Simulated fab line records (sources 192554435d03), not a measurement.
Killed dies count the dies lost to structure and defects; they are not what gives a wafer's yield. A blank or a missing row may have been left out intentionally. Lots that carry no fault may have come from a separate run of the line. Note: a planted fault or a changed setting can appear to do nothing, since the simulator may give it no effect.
Split-lot experiment	flow n5_finfet	route with 1938 steps; 7 lots, 21 wafers read

== ABOUT THE SPLIT ==
At N5_BEOL_M12_CMP_49 (polishes, stops on SiOC, t overpolish 20.6 s, target thk 320 nm), the setting down_force_psi was moved away from the recipe's 1 psi on 8 of the 21 wafers read, by -18.0% to +9.2%. For the rest of the wafers, this setting stayed at what the recipe calls for.

The reading comes from the split's own step.

== THE READING ==
barrier_field_endpoint_s, in s, at N5_BEOL_M12_CMP_49 (polishes, stops on SiOC, t overpolish 20.6 s, target thk 320 nm). Typical for fault-free wafers on this fab line: 30.0 s, with standard deviation 0.86 s.

wafer	tool, chamber at the split	down_force_psi as run, psi	against the recipe	barrier_field_endpoint_s, s	against lot-mates on the recipe
L077.4	cmp-03, 3	1	recipe	31.1	-
L077.1	cmp-03, 2	1	recipe	29.8	-
L077.5	cmp-03, 3	1	recipe	30.9	-
L081.3	cmp-02, 0	1	recipe	30.5	-
L081.1	cmp-02, 1	1.092	+9.2%	27.1	-3.1
L081.6	cmp-02, 3	1	recipe	30.0	-
L084.4	cmp-03, 0	0.8199	-18.0%	35.4	+6.6
L084.1	cmp-03, 1	1	recipe	28.8	-
L084.6	cmp-03, 0	0.8199	-18.0%	36.0	+7.2
L083.1	cmp-03, 0	1	recipe	30.4	-
L083.4	cmp-03, 1	0.8526	-14.7%	34.0	+3.8
L083.2	cmp-03, 2	1	recipe	30.1	-
L089.4	cmp-04, 1	1.063	+6.3%	29.1	-2.3
L089.3	cmp-04, 2	1	recipe	31.4	-
L089.5	cmp-04, 0	1.063	+6.3%	27.7	-3.7
L093.1	cmp-04, 3	1	recipe	29.0	-
L093.6	cmp-04, 0	1	recipe	29.4	-
L093.5	cmp-04, 1	1.065	+6.5%	28.6	-0.6
L095.4	cmp-03, 2	0.9155	-8.5%	33.9	+3.9
L095.6	cmp-03, 3	1	recipe	30.4	-
L095.5	cmp-03, 0	1	recipe	29.7	-

THE FIT
A straight line over all 21 wafers: barrier_field_endpoint_s changes by -0.304 s for each +1% of down_force_psi; r = -0.95; the points scatter about the line by 0.75 s.
The same after taking each lot's own level away (the mean of its wafers on the recipe; 21 wafers): -0.355 s for each +1%; r = -0.97; scatter 0.73 s.
That fit puts the effect of the largest move of down_force_psi on the reading at 6.4 s.
Across the lots, their own levels run from 28.80 to 31.40 s, a range of 3.0 times the standard deviation given above.
In other words, the slope is changed by the lot-to-lot level; the two fits disagree.
Check: for one of the wafers moved furthest among these (-18.0%), held out of the fit, the line's prediction against its lot-mates is +6.35 s. It came out at +6.6 s against them.
Tool readings at the split's step, against how far the setting was moved: barrier_field_endpoint_s r = -0.95.

== THE OTHER SPLITS THESE WAFERS WENT THROUGH ==
Note: prior to the reading, these wafers also went through further splits. Each is held against what the fit with the lots' levels taken away leaves over:
other split on the same wafers	wafers away from the commonest value	r with barrier_field_endpoint_s (lot level and that fit taken away)
N5_BEOL_M9_TRENCH_ETCH_37 time_s	3	+0.16
N5_BEOL_M10_COAT_64 spin_rpm	9	-0.44
N5_BEOL_M11_ETCH_41 time_s	12	+0.00
N5_BEOL_M12_ETCH_38 time_s	3	+0.00

== FILE'S OWN FIT ==
barrier_field_endpoint_s changes by -0.34 s for each +1% of down_force_psi, r = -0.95.
